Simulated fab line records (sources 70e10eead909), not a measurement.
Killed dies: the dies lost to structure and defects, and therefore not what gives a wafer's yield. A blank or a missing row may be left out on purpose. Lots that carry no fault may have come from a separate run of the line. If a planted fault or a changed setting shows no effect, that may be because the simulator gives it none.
Struck lot and sound lot, side by side ; flow nandHarc ; 45 steps out of a route of 1159
Sound: wafers L107.2, L107.3, L107.6. Struck: wafers L128.4, L128.5 (left out: L128.3, a lot-mate that was not struck); the cause follows at the end.
Per side, at each step with rows, come the tool, then ch with its chambers, and then its first start. Under that, the readings that differ: sound wafers ; struck wafers ; difference of the means ; sigmas: that difference in standard deviations of wafers without a fault.
alike: words and numbers the same on both sides, and readings whose means are apart by under 2 such deviations; not compared: readings that were withheld, readings missing a value for some wafer, numbers with overlapping values and no deviation given by the record, and bounds like >300 which may hide the same value.
Wherever a step has rows on one side only, a row that says differs or no value, or a row with sigmas, the two part there. Numbers that don't overlap but have no deviation are shown without sigmas and don't part them. Lack of a reading on every wafer of one side parts them only where that side has two or more wafers.

first, 7 steps without rows for these wafers: NHARC_P_ZERO_WELL_COAT_64 (time 65 s); NHARC_P_ZERO_WELL_COAT_05 (resist thk 600 nm); NHARC_P_ZERO_WELL_SOFTBAKE_06 (time 70 s); NHARC_P_ZERO_WELL_EBR_07; NHARC_P_ZERO_WELL_EXPOSE_08 (exposes mask P ZERO, target cd 500 nm); NHARC_P_ZERO_WELL_PEB_09 (peb time 80 s); NHARC_P_ZERO_WELL_DEVELOP_10 (time 50 s).
NHARC_P_ZERO_WELL_CD_MEAS_11: the cd target is 500 nm.
  sound on cdSem-02 ch 0, day 2 01:07; struck on cdSem-03 ch 0, day 7 07:07
  alike: cdNm
then, 1 step without rows for these wafers: NHARC_P_ZERO_WELL_HARDBAKE_12 (time 65 s).
NHARC_P_ZERO_WELL_DESCUM_13: chemistry O2, time 3 s.
  sound on rieDiel-07 ch 0,2,3, day 2 01:17; struck on rieDiel-07 ch 1,2, day 7 07:17
  alike: drypumpMotorCurrentA, oesProductAu, rfVppV, showerheadPlenumPTorr, throttleValvePct
  not compared: rfHoursCounterH
NHARC_P_ZERO_WELL_ETCH_65: etches the open film in N2/H2, target depth 80 nm, overetch 24 nm, time 87.88 s.
  sound on rieDiel-07 ch 0,1,2, day 2 01:22; struck on rieDiel-07 ch 1, day 7 07:22
  alike: drypumpMotorCurrentA, oesProductAu, rfFwdPowerW, rfVppV, showerheadPlenumPTorr, throttleValvePct
  not compared: rfHoursCounterH
NHARC_P_ZERO_WELL_ETCH_62: etches the open film in CHF3/Ar, target depth 13 nm, time 6.5 s.
  sound on rieDiel-07 ch 0,1,2; struck on rieDiel-07 ch 2,3
  alike: chf3FlowSccm, drypumpMotorCurrentA, oesProductAu, rfFwdPowerW, rfVppV, showerheadPlenumPTorr, throttleValvePct
  not compared: rfHoursCounterH
NHARC_P_ZERO_WELL_ETCH_63: etches the open film in HBr/Cl2, target depth 120 nm, time 40.1 s.
  sound on rieSi-06 ch 0,1,2, day 2 01:32; struck on rieSi-01 ch 0,2, day 7 07:33
reading;sound;struck;difference;sigmas
oesProductAu (a.u.);1.005 0.997 1.017;0.926 0.925;-0.081;-8
  alike: drypumpMotorCurrentA, heBacksideLeakSccm, rfFwdPowerW, throttleValvePct
  not compared: rfHoursCounterH
then, 9 steps without rows for these wafers: NHARC_P_ZERO_WELL_STRIP_15 (strips in SPM, time 900 s); NHARC_P_ZERO_WELL_DEHYDRATE_16 (time 120 s); NHARC_P_ZERO_WELL_HMDS_17 (time 30 s); NHARC_P_ZERO_WELL_COAT_18; NHARC_P_ZERO_WELL_SOFTBAKE_19 (time 95 s); NHARC_P_ZERO_WELL_EBR_20; NHARC_P_ZERO_WELL_EXPOSE_21 (exposes mask P NWELL, target cd 720 nm); NHARC_P_ZERO_WELL_PEB_22 (peb time 85 s); NHARC_P_ZERO_WELL_DEVELOP_23 (time 70 s).
NHARC_P_ZERO_WELL_CD_MEAS_24: the cd target is 720 nm.
  sound on cdSem-02 ch 0, day 2 02:29; struck on cdSem-02 ch 0, day 7 08:28
reading;sound;struck;difference;sigmas
cdNm (nm);723.3 718.3 721.9;716.1 717.0;-4.6;-3
then, 1 step without rows for these wafers: NHARC_P_ZERO_WELL_HARDBAKE_25 (time 80 s).
NHARC_P_ZERO_WELL_DESCUM_26: chemistry O2, time 3 s.
  sound on rieDiel-02 ch 2,3, day 2 02:40; struck on rieDiel-07 ch 1,2, day 7 08:38
  alike: drypumpMotorCurrentA, oesProductAu, rfVppV, showerheadPlenumPTorr, throttleValvePct
  not compared: rfHoursCounterH
then, 12 steps without rows for these wafers: NHARC_P_ZERO_WELL_IMPLANT_27; NHARC_P_ZERO_WELL_IMPLANT_57; NHARC_P_ZERO_WELL_IMPLANT_58; NHARC_P_ZERO_WELL_STRIP_28 (strips in SPM, time 840 s); NHARC_P_ZERO_WELL_DEHYDRATE_29 (time 120 s); NHARC_P_ZERO_WELL_HMDS_30 (time 30 s); NHARC_P_ZERO_WELL_COAT_31; NHARC_P_ZERO_WELL_SOFTBAKE_32 (time 95 s); NHARC_P_ZERO_WELL_EBR_33; NHARC_P_ZERO_WELL_EXPOSE_34 (exposes mask P PWELL, target cd 720 nm); NHARC_P_ZERO_WELL_PEB_35 (peb time 85 s); NHARC_P_ZERO_WELL_DEVELOP_36 (time 70 s).
NHARC_P_ZERO_WELL_CD_MEAS_37: the cd target is 720 nm.
  sound on cdSem-03 ch 0, day 2 04:07; struck on cdSem-02 ch 0, day 7 10:08
  alike: cdNm
then, 1 step without rows for these wafers: NHARC_P_ZERO_WELL_HARDBAKE_38 (time 80 s).
NHARC_P_ZERO_WELL_DESCUM_39: chemistry O2, time 3 s.
  sound on rieDiel-02 ch 0,3, day 2 04:17; struck on rieDiel-07 ch 1,3, day 7 10:17
  alike: drypumpMotorCurrentA, oesProductAu, rfVppV, showerheadPlenumPTorr, throttleValvePct
  not compared: rfHoursCounterH
then, 2 steps without rows for these wafers: NHARC_P_ZERO_WELL_IMPLANT_40; NHARC_P_ZERO_WELL_IMPLANT_59.
-- here the record skips 4 days between the struck wafers' starts before and after, leaving off in module P_ZERO_WELL and picking up in module P_CONTACT (first step shown: number 235 of the route) --
NHARC_P_CONTACT_DESCUM_17: chemistry O2, time 3 s.
  sound on rieDiel-05 ch 0,1, day 5 23:01; struck on rieDiel-01 ch 1,3, day 11 06:59
reading;sound;struck;difference;sigmas
rfVppV (V);58.5 57.7 58.5;55.6 56.2;-2.3;-2
model.P_CONTACT.cdNm (nm);89.63 88.79 89.92;86.42 85.57;-3.45;
  alike: drypumpMotorCurrentA, oesProductAu, showerheadPlenumPTorr, throttleValvePct
  not compared: rfHoursCounterH
NHARC_P_CONTACT_ETCH_31: etches the open film in CH3F/O2, target depth 30 nm, time 85.7 s.
  sound on rieDiel-05 ch 0,3; struck on rieDiel-01 ch 0,2
reading;sound;struck;difference;sigmas
drypumpMotorCurrentA (A);6.2 6.4 6.4;5.0 5.3;-1.2;-2
oesProductAu (a.u.);0.968 0.949 0.939;0.997 0.987;+0.040;+3
model.P_CONTACT.cdNm (nm);88.6 89.11 89.45;84.06 83.64;-5.20;
  alike: rfFwdPowerW, rfVppV, showerheadPlenumPTorr, throttleValvePct
  not compared: rfHoursCounterH
NHARC_END_SORT_01:
  the record has rows for the sound wafers here (prober-02 ch 0, day 21 08:32) and none for the struck ones

== WHERE THEY PART ==
At NHARC_P_ZERO_WELL_ETCH_63 first; at NHARC_END_SORT_01 last (within this record only).

WHY: whatever the simulator had introduced
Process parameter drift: rieSi-01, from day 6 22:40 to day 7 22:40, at NHARC_P_ZERO_WELL_ETCH_63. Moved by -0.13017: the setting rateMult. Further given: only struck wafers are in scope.
